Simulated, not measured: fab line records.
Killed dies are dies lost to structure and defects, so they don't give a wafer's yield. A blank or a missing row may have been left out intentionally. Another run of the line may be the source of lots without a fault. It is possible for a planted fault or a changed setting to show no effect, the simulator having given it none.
Chamber matching ; flow nandHarc ; NHARC_A_STAIRCASE_DESCUM_11 on rieDiel-08 has 4 sister chambers
The step chemistry O2, time 3 s. 8 wafers are shown with their chamber, then 11 later ones without.

WAFERS WITH THEIR CHAMBER
wafer;chamber;showerheadPlenumPTorr (Torr);drypumpMotorCurrentA (A)
L083.2;3;1.78;6.3
L087.6;2;1.98;5.7
L088.2;3;1.77;6.3
L088.5;2;1.98;5.8
L091.1;1;1.97;5.8
L091.5;1;1.97;5.9
L091.6;0;1.99;5.9
L092.2;0;1.99;5.8

WAFERS WITH NO CHAMBER GIVEN
wafer;showerheadPlenumPTorr (Torr);drypumpMotorCurrentA (A)
L092.3;1.77;6.2
L092.4;1.97;5.9
L092.1;1.97;5.7
L092.5;1.99;5.8
L092.6;1.77;6.3
L090.2;1.97;5.9
L090.3;1.77;6.3
L090.5;1.99;5.9
L097.1;1.97;5.8
L097.2;1.96;5.8
L097.6;1.98;5.9

EACH ONE'S CHAMBER
wafer;from the rows above;in truth
L092.3;3;3
L092.4;1;1
L092.1;can't be placed: 1 or 2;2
L092.5;0;0
L092.6;3;3
L090.2;1;1
L090.3;3;3
L090.5;0;0
L097.1;1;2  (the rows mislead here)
L097.2;1;1
L097.6;can't be placed: 2 or 0 or 1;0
Correct placement for 8 of the 11. Cannot be placed on the basis of these rows: 2; the candidates contain the true chamber in 2. 1 placed wrongly.
How it was worked out, from the rows above alone: a wafer's distance from a chamber is the root of the sum, over the readings, of the square of ((its reading less the chamber's mean) divided by the reading's scatter). If the next closest chamber is less than 2 further off than the closest, the wafer can't be placed; otherwise it belongs to the closest. The mean given for a chamber averages the wafers shown for that chamber. How the scatter is found: for the shown wafers, subtract from each reading the mean of its chamber, square and add these, divide the total by (wafers less chambers), then take the root.
